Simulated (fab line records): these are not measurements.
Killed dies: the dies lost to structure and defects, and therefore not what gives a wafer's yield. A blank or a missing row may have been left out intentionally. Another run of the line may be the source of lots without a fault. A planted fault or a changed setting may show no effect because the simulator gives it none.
Which of the tools did it? :: flow n5-finfet :: 24 lots with 72 wafers sampled at 6 steps, on a route of 1938 steps

## WHAT EACH GAUGE READ, for each wafer
N5_BEOL_M3_INSPECT_30: inspects for defects (brightfield).
lot: L074
measured: day 7 04:58
on: defect-inspect-01
raw-defect-count: 496 461 551

lot: L075
measured: day 7 05:34
on: defect-inspect-02
raw-defect-count: 521 409 440

lot: L076
measured: day 7 10:51
on: defect-inspect-02
raw-defect-count: 536 464 446

lot: L077
measured: day 7 21:45
on: defect-inspect-01
raw-defect-count: 385 361 295

lot: L078
measured: day 8 04:58
on: defect-inspect-01
raw-defect-count: 379 398 335

lot: L079
measured: day 8 11:10
on: defect-inspect-01
raw-defect-count: 318 292 276

lot: L080
measured: day 8 13:39
on: defect-inspect-02
raw-defect-count: 561 797 486

lot: L081
measured: day 9 00:47
on: defect-inspect-01
raw-defect-count: 415 393 418

lot: L082
measured: day 9 04:36
on: defect-inspect-01
raw-defect-count: 431 326 384

lot: L084
measured: day 9 05:47
on: defect-inspect-01
raw-defect-count: 327 413 404

lot: L083
measured: day 9 06:19
on: defect-inspect-02
raw-defect-count: 464 563 517

lot: L085
measured: day 9 17:50
on: defect-inspect-01
raw-defect-count: 276 350 254

lot: L086
measured: day 10 04:39
on: defect-inspect-02
raw-defect-count: 382 432 378

lot: L088
measured: day 10 14:56
on: defect-inspect-01
raw-defect-count: 458 522 774

lot: L087
measured: day 10 17:08
on: defect-inspect-01
raw-defect-count: 398 605 335

lot: L089
measured: day 10 18:27
on: defect-inspect-02
raw-defect-count: 710 535 849

lot: L090
measured: day 11 00:25
on: defect-inspect-01
raw-defect-count: 330 309 289

lot: L092
measured: day 11 07:10
on: defect-inspect-02
raw-defect-count: 386 431 383

lot: L091
measured: day 11 07:22
on: defect-inspect-01
raw-defect-count: 687 670 678

lot: L093
measured: day 11 16:46
on: defect-inspect-01
raw-defect-count: 436 429 353

lot: L094
measured: day 11 20:16
on: defect-inspect-01
raw-defect-count: 448 288 431

lot: L095
measured: day 12 19:49
on: defect-inspect-02
raw-defect-count: 447 424 388

lot: L096
measured: day 12 20:31
on: defect-inspect-02
raw-defect-count: 483 388 390

lot: L097
measured: day 13 01:34
on: defect-inspect-02
raw-defect-count: 454 472 459

## WHAT TOOL EACH LOT RAN ON (gives the tool, then ch and the chambers of the sampled wafers, and finally the start)
lot: L074
N5_BEOL_M2_ANNEAL_82: pvd-sputter-01, day 6 20:34
N5_BEOL_M2_ANNEAL_91: pvd-sputter-01, day 6 21:13
N5_BEOL_M2_SPUTTER_92: pvd-sputter-01, day 6 21:22
N5_BEOL_M2_SPUTTER_96: pvd-sputter-01, day 6 21:48
N5_BEOL_M3_HM_OPEN_17: rie-metal-02 ch 0,1, day 7 04:19

lot: L075
N5_BEOL_M2_ANNEAL_82: pvd-sputter-01, day 6 23:47
N5_BEOL_M2_ANNEAL_91: pvd-sputter-01, day 7 00:26
N5_BEOL_M2_SPUTTER_92: pvd-sputter-01, day 7 00:35
N5_BEOL_M2_SPUTTER_96: pvd-sputter-01, day 7 01:01
N5_BEOL_M3_HM_OPEN_17: rie-metal-02 ch 0,1, day 7 04:47

lot: L076
N5_BEOL_M2_ANNEAL_82: pvd-sputter-02, day 7 06:26
N5_BEOL_M2_ANNEAL_91: pvd-sputter-02, day 7 07:05
N5_BEOL_M2_SPUTTER_92: pvd-sputter-02, day 7 07:14
N5_BEOL_M2_SPUTTER_96: pvd-sputter-02, day 7 07:40
N5_BEOL_M3_HM_OPEN_17: rie-metal-02 ch 0,1, day 7 10:14

lot: L077
N5_BEOL_M2_ANNEAL_82: pvd-sputter-01, day 7 16:56
N5_BEOL_M2_ANNEAL_91: pvd-sputter-01, day 7 17:36
N5_BEOL_M2_SPUTTER_92: pvd-sputter-01, day 7 17:44
N5_BEOL_M2_SPUTTER_96: pvd-sputter-01, day 7 18:11
N5_BEOL_M3_HM_OPEN_17: rie-metal-02 ch 0,1, day 7 21:02

lot: L078
N5_BEOL_M2_ANNEAL_82: pvd-sputter-02, day 8 00:05
N5_BEOL_M2_ANNEAL_91: pvd-sputter-02, day 8 00:45
N5_BEOL_M2_SPUTTER_92: pvd-sputter-02, day 8 00:53
N5_BEOL_M2_SPUTTER_96: pvd-sputter-02, day 8 01:20
N5_BEOL_M3_HM_OPEN_17: rie-metal-02 ch 0,1, day 8 04:24

lot: L079
N5_BEOL_M2_ANNEAL_82: pvd-sputter-03, day 8 05:09
N5_BEOL_M2_ANNEAL_91: pvd-sputter-03, day 8 05:49
N5_BEOL_M2_SPUTTER_92: pvd-sputter-03, day 8 05:57
N5_BEOL_M2_SPUTTER_96: pvd-sputter-03, day 8 06:23
N5_BEOL_M3_HM_OPEN_17: rie-metal-03 ch 0, day 8 10:31

lot: L080
N5_BEOL_M2_ANNEAL_82: pvd-sputter-01, day 8 08:11
N5_BEOL_M2_ANNEAL_91: pvd-sputter-01, day 8 08:52
N5_BEOL_M2_SPUTTER_92: pvd-sputter-01, day 8 09:00
N5_BEOL_M2_SPUTTER_96: pvd-sputter-01, day 8 09:26
N5_BEOL_M3_HM_OPEN_17: rie-metal-02 ch 0,1, day 8 12:55

lot: L081
N5_BEOL_M2_ANNEAL_82: pvd-sputter-01, day 8 18:38
N5_BEOL_M2_ANNEAL_91: pvd-sputter-01, day 8 19:18
N5_BEOL_M2_SPUTTER_92: pvd-sputter-01, day 8 19:26
N5_BEOL_M2_SPUTTER_96: pvd-sputter-01, day 8 19:53
N5_BEOL_M3_HM_OPEN_17: rie-metal-01 ch 0,1, day 9 00:04

lot: L082
N5_BEOL_M2_ANNEAL_82: pvd-sputter-03, day 8 22:46
N5_BEOL_M2_ANNEAL_91: pvd-sputter-03, day 8 23:26
N5_BEOL_M2_SPUTTER_92: pvd-sputter-03, day 8 23:34
N5_BEOL_M2_SPUTTER_96: pvd-sputter-03, day 9 00:01
N5_BEOL_M3_HM_OPEN_17: rie-metal-01 ch 0,1, day 9 03:53

lot: L084
N5_BEOL_M2_ANNEAL_82: pvd-sputter-02, day 9 01:07
N5_BEOL_M2_ANNEAL_91: pvd-sputter-02, day 9 01:47
N5_BEOL_M2_SPUTTER_92: pvd-sputter-02, day 9 01:55
N5_BEOL_M2_SPUTTER_96: pvd-sputter-02, day 9 02:22
N5_BEOL_M3_HM_OPEN_17: rie-metal-01 ch 0,1, day 9 05:04

lot: L083
N5_BEOL_M2_ANNEAL_82: pvd-sputter-01, day 9 01:14
N5_BEOL_M2_ANNEAL_91: pvd-sputter-01, day 9 01:53
N5_BEOL_M2_SPUTTER_92: pvd-sputter-01, day 9 02:02
N5_BEOL_M2_SPUTTER_96: pvd-sputter-01, day 9 02:28
N5_BEOL_M3_HM_OPEN_17: rie-metal-01 ch 0,1, day 9 05:31

lot: L085
N5_BEOL_M2_ANNEAL_82: pvd-sputter-01, day 9 13:37
N5_BEOL_M2_ANNEAL_91: pvd-sputter-01, day 9 14:16
N5_BEOL_M2_SPUTTER_92: pvd-sputter-01, day 9 14:25
N5_BEOL_M2_SPUTTER_96: pvd-sputter-01, day 9 14:51
N5_BEOL_M3_HM_OPEN_17: rie-metal-03 ch 0,1, day 9 17:14

lot: L086
N5_BEOL_M2_ANNEAL_82: pvd-sputter-02, day 10 00:24
N5_BEOL_M2_ANNEAL_91: pvd-sputter-02, day 10 01:04
N5_BEOL_M2_SPUTTER_92: pvd-sputter-02, day 10 01:12
N5_BEOL_M2_SPUTTER_96: pvd-sputter-02, day 10 01:38
N5_BEOL_M3_HM_OPEN_17: rie-metal-01 ch 0,1, day 10 04:04

lot: L088
N5_BEOL_M2_ANNEAL_82: pvd-sputter-03, day 10 10:35
N5_BEOL_M2_ANNEAL_91: pvd-sputter-03, day 10 11:14
N5_BEOL_M2_SPUTTER_92: pvd-sputter-03, day 10 11:23
N5_BEOL_M2_SPUTTER_96: pvd-sputter-03, day 10 11:49
N5_BEOL_M3_HM_OPEN_17: rie-metal-01 ch 1, day 10 14:20

lot: L087
N5_BEOL_M2_ANNEAL_82: pvd-sputter-03, day 10 12:25
N5_BEOL_M2_ANNEAL_91: pvd-sputter-03, day 10 13:05
N5_BEOL_M2_SPUTTER_92: pvd-sputter-03, day 10 13:13
N5_BEOL_M2_SPUTTER_96: pvd-sputter-03, day 10 13:40
N5_BEOL_M3_HM_OPEN_17: rie-metal-01 ch 0,1, day 10 16:32

lot: L089
N5_BEOL_M2_ANNEAL_82: pvd-sputter-03, day 10 14:16
N5_BEOL_M2_ANNEAL_91: pvd-sputter-03, day 10 14:55
N5_BEOL_M2_SPUTTER_92: pvd-sputter-03, day 10 15:04
N5_BEOL_M2_SPUTTER_96: pvd-sputter-03, day 10 15:30
N5_BEOL_M3_HM_OPEN_17: rie-metal-03 ch 0, day 10 17:36

lot: L090
N5_BEOL_M2_ANNEAL_82: pvd-sputter-01, day 10 19:18
N5_BEOL_M2_ANNEAL_91: pvd-sputter-01, day 10 19:58
N5_BEOL_M2_SPUTTER_92: pvd-sputter-01, day 10 20:06
N5_BEOL_M2_SPUTTER_96: pvd-sputter-01, day 10 20:32
N5_BEOL_M3_HM_OPEN_17: rie-metal-03 ch 0,1, day 10 23:42

lot: L092
N5_BEOL_M2_ANNEAL_82: pvd-sputter-01, day 11 02:36
N5_BEOL_M2_ANNEAL_91: pvd-sputter-01, day 11 03:16
N5_BEOL_M2_SPUTTER_92: pvd-sputter-01, day 11 03:24
N5_BEOL_M2_SPUTTER_96: pvd-sputter-01, day 11 03:50
N5_BEOL_M3_HM_OPEN_17: rie-metal-02 ch 0,1, day 11 06:34

lot: L091
N5_BEOL_M2_ANNEAL_82: pvd-sputter-03, day 11 02:53
N5_BEOL_M2_ANNEAL_91: pvd-sputter-03, day 11 03:33
N5_BEOL_M2_SPUTTER_92: pvd-sputter-03, day 11 03:41
N5_BEOL_M2_SPUTTER_96: pvd-sputter-03, day 11 04:08
N5_BEOL_M3_HM_OPEN_17: rie-metal-03 ch 0,1, day 11 06:39

lot: L093
N5_BEOL_M2_ANNEAL_82: pvd-sputter-01, day 11 12:37
N5_BEOL_M2_ANNEAL_91: pvd-sputter-01, day 11 13:16
N5_BEOL_M2_SPUTTER_92: pvd-sputter-01, day 11 13:25
N5_BEOL_M2_SPUTTER_96: pvd-sputter-01, day 11 13:51
N5_BEOL_M3_HM_OPEN_17: rie-metal-01 ch 1, day 11 16:01

lot: L094
N5_BEOL_M2_ANNEAL_82: pvd-sputter-03, day 11 15:56
N5_BEOL_M2_ANNEAL_91: pvd-sputter-03, day 11 16:35
N5_BEOL_M2_SPUTTER_92: pvd-sputter-03, day 11 16:44
N5_BEOL_M2_SPUTTER_96: pvd-sputter-03, day 11 17:10
N5_BEOL_M3_HM_OPEN_17: rie-metal-03 ch 0,1, day 11 19:41

lot: L095
N5_BEOL_M2_ANNEAL_82: pvd-sputter-03, day 12 14:05
N5_BEOL_M2_ANNEAL_91: pvd-sputter-03, day 12 14:45
N5_BEOL_M2_SPUTTER_92: pvd-sputter-03, day 12 14:53
N5_BEOL_M2_SPUTTER_96: pvd-sputter-03, day 12 15:20
N5_BEOL_M3_HM_OPEN_17: rie-metal-02 ch 0, day 12 19:06

lot: L096
N5_BEOL_M2_ANNEAL_82: pvd-sputter-03, day 12 16:37
N5_BEOL_M2_ANNEAL_91: pvd-sputter-03, day 12 17:16
N5_BEOL_M2_SPUTTER_92: pvd-sputter-03, day 12 17:25
N5_BEOL_M2_SPUTTER_96: pvd-sputter-03, day 12 17:51
N5_BEOL_M3_HM_OPEN_17: rie-metal-03 ch 0,1, day 12 19:55

lot: L097
N5_BEOL_M2_ANNEAL_82: pvd-sputter-03, day 12 20:15
N5_BEOL_M2_ANNEAL_91: pvd-sputter-03, day 12 20:55
N5_BEOL_M2_SPUTTER_92: pvd-sputter-03, day 12 21:03
N5_BEOL_M2_SPUTTER_96: pvd-sputter-03, day 12 21:29
N5_BEOL_M3_HM_OPEN_17: rie-metal-02 ch 0,1, day 13 00:59
- N5_BEOL_M2_ANNEAL_82: time 240 s.
- N5_BEOL_M2_ANNEAL_91: time 240 s.
- N5_BEOL_M2_SPUTTER_92: material Cu, target thk 4.5 nm, time 8.29 s.
- N5_BEOL_M2_SPUTTER_96: material Cu, target thk 4.5 nm, time 8.29 s.
- N5_BEOL_M3_HM_OPEN_17: chemistry Cl2/BCl3, target TiN, target depth 20 nm, overetch 6 nm.

## AS READ BY THE TOOLS THEMSELVES (means over the sampled wafers that have a number; for cases with no such wafer, the mark the record gives instead)
N5_BEOL_M2_ANNEAL_82.
lot: L074
tool: pvd-sputter-01
heater-power-w (W): 844

lot: L075
tool: pvd-sputter-01
heater-power-w (W): 783

lot: L076
tool: pvd-sputter-02
heater-power-w (W): 885

lot: L077
tool: pvd-sputter-01
heater-power-w (W): 795

lot: L078
tool: pvd-sputter-02
heater-power-w (W): 933

lot: L079
tool: pvd-sputter-03
heater-power-w (W): 797

lot: L080
tool: pvd-sputter-01
heater-power-w (W): 778

lot: L081
tool: pvd-sputter-01
heater-power-w (W): 756

lot: L082
tool: pvd-sputter-03
heater-power-w (W): 760

lot: L084
tool: pvd-sputter-02
heater-power-w (W): 890

lot: L083
tool: pvd-sputter-01
heater-power-w (W): 811

lot: L085
tool: pvd-sputter-01
heater-power-w (W): 811

lot: L086
tool: pvd-sputter-02
heater-power-w (W): 865

lot: L088
tool: pvd-sputter-03
heater-power-w (W): 794

lot: L087
tool: pvd-sputter-03
heater-power-w (W): 802

lot: L089
tool: pvd-sputter-03
heater-power-w (W): 763

lot: L090
tool: pvd-sputter-01
heater-power-w (W): 854

lot: L092
tool: pvd-sputter-01
heater-power-w (W): 852

lot: L091
tool: pvd-sputter-03
heater-power-w (W): 826

lot: L093
tool: pvd-sputter-01
heater-power-w (W): 777

lot: L094
tool: pvd-sputter-03
heater-power-w (W): 794

lot: L095
tool: pvd-sputter-03
heater-power-w (W): 763

lot: L096
tool: pvd-sputter-03
heater-power-w (W): 767

lot: L097
tool: pvd-sputter-03
heater-power-w (W): 759

N5_BEOL_M2_ANNEAL_91.
lot: L074
tool: pvd-sputter-01
heater-power-w (W): 838

lot: L075
tool: pvd-sputter-01
heater-power-w (W): 778

lot: L076
tool: pvd-sputter-02
heater-power-w (W): 874

lot: L077
tool: pvd-sputter-01
heater-power-w (W): 811

lot: L078
tool: pvd-sputter-02
heater-power-w (W): 948

lot: L079
tool: pvd-sputter-03
heater-power-w (W): 792

lot: L080
tool: pvd-sputter-01
heater-power-w (W): 787

lot: L081
tool: pvd-sputter-01
heater-power-w (W): 753

lot: L082
tool: pvd-sputter-03
heater-power-w (W): 758

lot: L084
tool: pvd-sputter-02
heater-power-w (W): 900

lot: L083
tool: pvd-sputter-01
heater-power-w (W): 809

lot: L085
tool: pvd-sputter-01
heater-power-w (W): 804

lot: L086
tool: pvd-sputter-02
heater-power-w (W): 872

lot: L088
tool: pvd-sputter-03
heater-power-w (W): 783

lot: L087
tool: pvd-sputter-03
heater-power-w (W): 792

lot: L089
tool: pvd-sputter-03
heater-power-w (W): 752

lot: L090
tool: pvd-sputter-01
heater-power-w (W): 848

lot: L092
tool: pvd-sputter-01
heater-power-w (W): 841

lot: L091
tool: pvd-sputter-03
heater-power-w (W): 831

lot: L093
tool: pvd-sputter-01
heater-power-w (W): 773

lot: L094
tool: pvd-sputter-03
heater-power-w (W): 809

lot: L095
tool: pvd-sputter-03
heater-power-w (W): 759

lot: L096
tool: pvd-sputter-03
heater-power-w (W): 758

lot: L097
tool: pvd-sputter-03
heater-power-w (W): 766

N5_BEOL_M2_SPUTTER_92.
lot: L074
tool: pvd-sputter-01
throttle-valve-pct (%): 30.4

lot: L075
tool: pvd-sputter-01
throttle-valve-pct (%): 30.2

lot: L076
tool: pvd-sputter-02
throttle-valve-pct (%): 29.6

lot: L077
tool: pvd-sputter-01
throttle-valve-pct (%): 30.3

lot: L078
tool: pvd-sputter-02
throttle-valve-pct (%): 30.4

lot: L079
tool: pvd-sputter-03
throttle-valve-pct (%): 30.1

lot: L080
tool: pvd-sputter-01
throttle-valve-pct (%): 30.1

lot: L081
tool: pvd-sputter-01
throttle-valve-pct (%): 30.0

lot: L082
tool: pvd-sputter-03
throttle-valve-pct (%): 30.4

lot: L084
tool: pvd-sputter-02
throttle-valve-pct (%): 30.1

lot: L083
tool: pvd-sputter-01
throttle-valve-pct (%): 30.1

lot: L085
tool: pvd-sputter-01
throttle-valve-pct (%): 30.4

lot: L086
tool: pvd-sputter-02
throttle-valve-pct (%): 31.0

lot: L088
tool: pvd-sputter-03
throttle-valve-pct (%): 29.9

lot: L087
tool: pvd-sputter-03
throttle-valve-pct (%): 29.9

lot: L089
tool: pvd-sputter-03
throttle-valve-pct (%): 30.2

lot: L090
tool: pvd-sputter-01
throttle-valve-pct (%): 30.3

lot: L092
tool: pvd-sputter-01
throttle-valve-pct (%): 30.5

lot: L091
tool: pvd-sputter-03
throttle-valve-pct (%): 29.6

lot: L093
tool: pvd-sputter-01
throttle-valve-pct (%): 29.9

lot: L094
tool: pvd-sputter-03
throttle-valve-pct (%): 30.0

lot: L095
tool: pvd-sputter-03
throttle-valve-pct (%): 30.5

lot: L096
tool: pvd-sputter-03
throttle-valve-pct (%): 30.4

lot: L097
tool: pvd-sputter-03
throttle-valve-pct (%): 30.7

N5_BEOL_M2_SPUTTER_96.
lot: L074
tool: pvd-sputter-01
throttle-valve-pct (%): 30.4

lot: L075
tool: pvd-sputter-01
throttle-valve-pct (%): 30.1

lot: L076
tool: pvd-sputter-02
throttle-valve-pct (%): 29.5

lot: L077
tool: pvd-sputter-01
throttle-valve-pct (%): 30.3

lot: L078
tool: pvd-sputter-02
throttle-valve-pct (%): 30.5

lot: L079
tool: pvd-sputter-03
throttle-valve-pct (%): 30.0

lot: L080
tool: pvd-sputter-01
throttle-valve-pct (%): 30.2

lot: L081
tool: pvd-sputter-01
throttle-valve-pct (%): 30.1

lot: L082
tool: pvd-sputter-03
throttle-valve-pct (%): 30.5

lot: L084
tool: pvd-sputter-02
throttle-valve-pct (%): 30.3

lot: L083
tool: pvd-sputter-01
throttle-valve-pct (%): 30.1

lot: L085
tool: pvd-sputter-01
throttle-valve-pct (%): 30.4

lot: L086
tool: pvd-sputter-02
throttle-valve-pct (%): 31.0

lot: L088
tool: pvd-sputter-03
throttle-valve-pct (%): 30.0

lot: L087
tool: pvd-sputter-03
throttle-valve-pct (%): 29.7

lot: L089
tool: pvd-sputter-03
throttle-valve-pct (%): 30.4

lot: L090
tool: pvd-sputter-01
throttle-valve-pct (%): 30.5

lot: L092
tool: pvd-sputter-01
throttle-valve-pct (%): 30.3

lot: L091
tool: pvd-sputter-03
throttle-valve-pct (%): 29.7

lot: L093
tool: pvd-sputter-01
throttle-valve-pct (%): 29.9

lot: L094
tool: pvd-sputter-03
throttle-valve-pct (%): 30.1

lot: L095
tool: pvd-sputter-03
throttle-valve-pct (%): 30.5

lot: L096
tool: pvd-sputter-03
throttle-valve-pct (%): 30.5

lot: L097
tool: pvd-sputter-03
throttle-valve-pct (%): 30.7

N5_BEOL_M3_HM_OPEN_17.
lot: L074
tool: rie-metal-02
drypump-motor-current-A (A): 5.2
oes-product-au (a.u.): 0.72
throttle-valve-pct (%): 21.98

lot: L075
tool: rie-metal-02
drypump-motor-current-A (A): 5.2
oes-product-au (a.u.): 0.72
throttle-valve-pct (%): 21.98

lot: L076
tool: rie-metal-02
drypump-motor-current-A (A): 5.2
oes-product-au (a.u.): 0.71
throttle-valve-pct (%): 21.97

lot: L077
tool: rie-metal-02
drypump-motor-current-A (A): 5.6
oes-product-au (a.u.): 0.76
throttle-valve-pct (%): 21.96

lot: L078
tool: rie-metal-02
drypump-motor-current-A (A): 5.6
oes-product-au (a.u.): 0.74
throttle-valve-pct (%): 21.98

lot: L079
tool: rie-metal-03
drypump-motor-current-A (A): 5.5
oes-product-au (a.u.): 0.52
throttle-valve-pct (%): 22.05

lot: L080
tool: rie-metal-02
drypump-motor-current-A (A): 5.2
oes-product-au (a.u.): 0.70
throttle-valve-pct (%): 21.99

lot: L081
tool: rie-metal-01
drypump-motor-current-A (A): 6.0
oes-product-au (a.u.): 0.60
throttle-valve-pct (%): 22.02

lot: L082
tool: rie-metal-01
drypump-motor-current-A (A): 5.6
oes-product-au (a.u.): 0.64
throttle-valve-pct (%): 21.91

lot: L084
tool: rie-metal-01
drypump-motor-current-A (A): 6.0
oes-product-au (a.u.): 0.60
throttle-valve-pct (%): 22.00

lot: L083
tool: rie-metal-01
drypump-motor-current-A (A): 5.6
oes-product-au (a.u.): 0.64
throttle-valve-pct (%): 21.90

lot: L085
tool: rie-metal-03
drypump-motor-current-A (A): 5.9
oes-product-au (a.u.): 0.72
throttle-valve-pct (%): 22.13

lot: L086
tool: rie-metal-01
drypump-motor-current-A (A): 6.1
oes-product-au (a.u.): 0.58
throttle-valve-pct (%): 22.01

lot: L088
tool: rie-metal-01
drypump-motor-current-A (A): 5.2
oes-product-au (a.u.): 0.68
throttle-valve-pct (%): 21.80

lot: L087
tool: rie-metal-01
drypump-motor-current-A (A): 5.6
oes-product-au (a.u.): 0.63
throttle-valve-pct (%): 21.91

lot: L089
tool: rie-metal-03
drypump-motor-current-A (A): 5.5
oes-product-au (a.u.): 0.82
throttle-valve-pct (%): 21.61

lot: L090
tool: rie-metal-03
drypump-motor-current-A (A): 5.7
oes-product-au (a.u.): 0.80
throttle-valve-pct (%): 21.80

lot: L092
tool: rie-metal-02
drypump-motor-current-A (A): 5.2
oes-product-au (a.u.): 0.70
throttle-valve-pct (%): 21.98

lot: L091
tool: rie-metal-03
drypump-motor-current-A (A): 5.7
oes-product-au (a.u.): 0.79
throttle-valve-pct (%): 21.82

lot: L093
tool: rie-metal-01
drypump-motor-current-A (A): 5.2
oes-product-au (a.u.): 0.66
throttle-valve-pct (%): 21.81

lot: L094
tool: rie-metal-03
drypump-motor-current-A (A): 5.7
oes-product-au (a.u.): 0.78
throttle-valve-pct (%): 21.82

lot: L095
tool: rie-metal-02
drypump-motor-current-A (A): 4.8
oes-product-au (a.u.): 0.66
throttle-valve-pct (%): 21.99

lot: L096
tool: rie-metal-03
drypump-motor-current-A (A): 5.7
oes-product-au (a.u.): 0.76
throttle-valve-pct (%): 21.82

lot: L097
tool: rie-metal-02
drypump-motor-current-A (A): 5.2
oes-product-au (a.u.): 0.69
throttle-valve-pct (%): 22.00

## THE ANSWER, worked out from the rows above alone
Rule: what is usual is taken from the lots themselves. The widest of any qualifying gaps counts: lots, ordered by their means at a reading, are off when they make up no more than a third of the lots, leave a main group of 4 or more, and stand apart from it by 3 or more times the standard deviation of that group's means. Not used: any main group whose means are identical at the precision the tables above print for the reading. Also off: a lot with no number at a reading for which 4 or more lots have one. All remaining lots with rows at the step are treated as sound. The gauges are gone through in route order, then the tools' own readings, and for those a lot's mean is taken as printed above. The first step at which some lot is off is used, and at that step the reading that is off furthest; a lot without a number counts as furthest.
Across all readings shown, no lot is off: no conclusion can be drawn from this.

## WHAT HAD BEEN PUT IN BY THE SIMULATOR
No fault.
